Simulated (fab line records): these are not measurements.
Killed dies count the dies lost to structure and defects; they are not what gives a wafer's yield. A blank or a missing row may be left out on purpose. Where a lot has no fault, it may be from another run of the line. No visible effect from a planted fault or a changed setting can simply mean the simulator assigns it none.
Comparing a struck lot with a sound one + flow n5_finfet + 37 steps out of a route of 1938
Sound: these wafers, L689.3, L689.4, L689.6. Struck: wafers L692.1, L692.4, L692.5. The cause is given at the end.
Per side, at each step with rows, come the tool, then ch with its chambers, and then its first start. Under that, the readings that differ: sound wafers + struck wafers + difference of the means + sigmas: that difference in standard deviations of wafers without a fault.
alike: readings whose means differ by less than 2 such deviations, and words and numbers that are the same on both sides. not compared: withheld readings, readings that some wafer has no value for, bounds like >300 that may hide the same value, and numbers for which the record gives no deviation and whose values overlap.
Wherever a step has rows on one side only, a row that says differs or no value, or a row with sigmas, the two part there. When numbers do not overlap yet have no deviation, they are printed without sigmas and do not part them. A reading missing from all wafers of one side parts the sides only when that side holds two or more wafers.

first, 3 steps without rows for these wafers: N5_BEOL_M2_STRIP_36 (strips in N2/H2); N5_BEOL_M2_TRENCH_ETCH_37 (etches SiOC in C4F6/O2, target depth 55.555 nm, time 29.2 s); N5_BEOL_M2_ETCH_41 (etches SiCN in CH3F/O2, target depth 29.9 nm, time 52.5 s).
N5_BEOL_M2_STRIP_97: strips in N2/H2, time 10 s.
  sound: rie_diel-04 ch 0,2; struck: rie_diel-01 ch 2,3
  alike: drypump_motor_current_A, oes_product_au, rf_vpp_V, showerhead_plenum_p_Torr, throttle_valve_pct
  not compared: rf_hours_counter_h
N5_BEOL_M2_OCD_MEAS_38:
  sound: ocd-01 at day 7 08:18; struck: ocd-02 at day 8 02:24
  alike: trench_depth_nm
then, 4 steps without rows for these wafers: N5_BEOL_M2_HM_STRIP_39 (strips TiN in peroxide tin strip, target depth 25 nm, time 158 s); N5_BEOL_M2_SRD_40 (time 30 s); N5_BEOL_M2_PRECLEAN_42 (cleans in residue remover, time 60 s); N5_BEOL_M2_SRD_43 (time 30 s).
N5_BEOL_M2_CD_MEAS_35: target cd 18 nm, target cd y 22.2 nm.
  sound: cd_sem-01 at day 7 08:27; struck: cd_sem-02 at day 8 02:33
  alike: cd_nm
then, 1 step without rows for these wafers: N5_BEOL_M2_DEGAS_44 (time 60 s).
N5_BEOL_M2_PRE_CLEAN_45: time 30 s.
  sound: pvd_sputter-01 at day 7 09:00; struck: pvd_sputter-01 at day 8 02:59
  alike: heater_power_w
N5_BEOL_M2_ALD_84: deposits TaN, pulse time 2 s, purge time 3 s, co reactant purge time 2 s.
  sound on ald_metal-01 ch 1,2, day 7 09:04; struck on ald_metal-01 ch 0,2, day 8 03:02
  no value came back on the struck wafers for any of 5 readings (ald_cycles, chamber_pressure_Torr (Torr) and others); on the sound wafers ald_cycles reads 30 30 30
then, 4 steps without rows for these wafers: N5_BEOL_M2_SURFACE_TREAT_85; N5_BEOL_M2_CVD_47 (deposits Co from CCTBA/H2, target thk 3 nm, time 223.8 s); N5_BEOL_M2_SPUTTER_48 (material Cu, target thk 4.5 nm, time 8.29 s); N5_BEOL_M2_ANNEAL_49 (time 240 s).
N5_BEOL_M2_SPUTTER_79: material Cu, target thk 4.5 nm, time 8.29 s.
  sound: pvd_sputter-02 at day 7 11:28; struck: pvd_sputter-01 at day 8 03:53
  alike: throttle_valve_pct
N5_BEOL_M2_ANNEAL_80: time 240 s.
  sound: pvd_sputter-02 at day 7 11:33; struck: pvd_sputter-01 at day 8 03:58
  alike: heater_power_w
then, 8 steps without rows for these wafers: N5_BEOL_M2_SPUTTER_81 (material Cu, target thk 4.5 nm, time 8.29 s); N5_BEOL_M2_ANNEAL_82 (time 240 s); N5_BEOL_M2_SPUTTER_86 (material Cu, target thk 4.5 nm, time 8.29 s); N5_BEOL_M2_ANNEAL_87 (time 240 s); N5_BEOL_M2_SPUTTER_88 (material Cu, target thk 4.5 nm, time 8.29 s); N5_BEOL_M2_ANNEAL_89 (time 240 s); N5_BEOL_M2_SPUTTER_90 (material Cu, target thk 4.5 nm, time 8.29 s); N5_BEOL_M2_ANNEAL_91 (time 240 s).
N5_BEOL_M2_SPUTTER_92: material Cu, target thk 4.5 nm, time 8.29 s.
  sound: pvd_sputter-02 at day 7 12:34; struck: pvd_sputter-01 at day 8 04:59
  alike: throttle_valve_pct
then, 6 steps without rows for these wafers: N5_BEOL_M2_ANNEAL_93 (time 240 s); N5_BEOL_M2_SPUTTER_94 (material Cu, target thk 4.5 nm, time 8.29 s); N5_BEOL_M2_ANNEAL_95 (time 240 s); N5_BEOL_M2_SPUTTER_96 (material Cu, target thk 4.5 nm, time 8.29 s); N5_BEOL_M2_ECD_50 (material Cu, target thk 300 nm); N5_BEOL_M2_ANNEAL_51 (time 90 s).
N5_BEOL_M2_CMP_52: polishes, stops on SiOC, t overpolish 6.8 s, target thk 40 nm.
  sound on cmp-02 ch 1,2,3, day 7 13:47; struck on cmp-03 ch 0,1,3, day 8 05:58
| reading                      | sound          | struck         | difference | sigmas |
|------------------------------|----------------|----------------|------------|--------|
| barrier_field_endpoint_s (s) | 25.1 24.4 25.1 | 22.8 22.6 23.1 | -2.0       | -3     |
  alike: motor_current_A
  not compared: pad_life_wafers
N5_BEOL_M4_RC_MEAS_101:
  the record has rows for the sound wafers here (prober-01 ch 0, day 8 13:27) and none for the struck ones
-- record jumps: 5 days separate the struck wafers' starts on either side; left off in module BEOL_M4, taken up again in module PASSIVATION, whose first shown step is the route's number 1936 --
N5_PASSIVATION_PROBE_49:
  sound: prober-01 at day 12 10:10; struck: prober-01 at day 13 12:43
| reading                  | sound          | struck            | difference | sigmas      |
|--------------------------|----------------|-------------------|------------|-------------|
| defect_limited_yield (%) | 90.8 91.4 89.7 | 0 0 0             | -91        | -65         |
| killed_at_M0_to_M3       | 35 43 58       | 1114 1087 1102    | +1056      | +99 or more |
| killed_dies              | 108 101 122    | 1180 1180 1180    | +1070      | +67         |
| killed_on_rim            | 14 18 14       | 152 152 152       | +137       | +34         |
| sort_bin_4_leakage (%)   | 0 0 0          | 91.02 90.08 91.27 | +90.79     | +99 or more |
| sort_n_pass              | 1072 1079 1058 | 0 0 0             | -1070      | -67         |
| sort_yield_pct (%)       | 90.8 91.4 89.7 | 0 0 0             | -91        | -65         |
  alike: killed_at_M4_up, killed_at_contacts, killed_at_front_end, killed_at_other, killed_open, killed_short, sort_bin_5_function, sort_bin_6_memory, sort_bin_8_speed

== WHERE THEY PART ==
First at N5_BEOL_M2_ALD_84; last, within this record, at N5_PASSIVATION_PROBE_49.

WHY: the cause the simulator had injected
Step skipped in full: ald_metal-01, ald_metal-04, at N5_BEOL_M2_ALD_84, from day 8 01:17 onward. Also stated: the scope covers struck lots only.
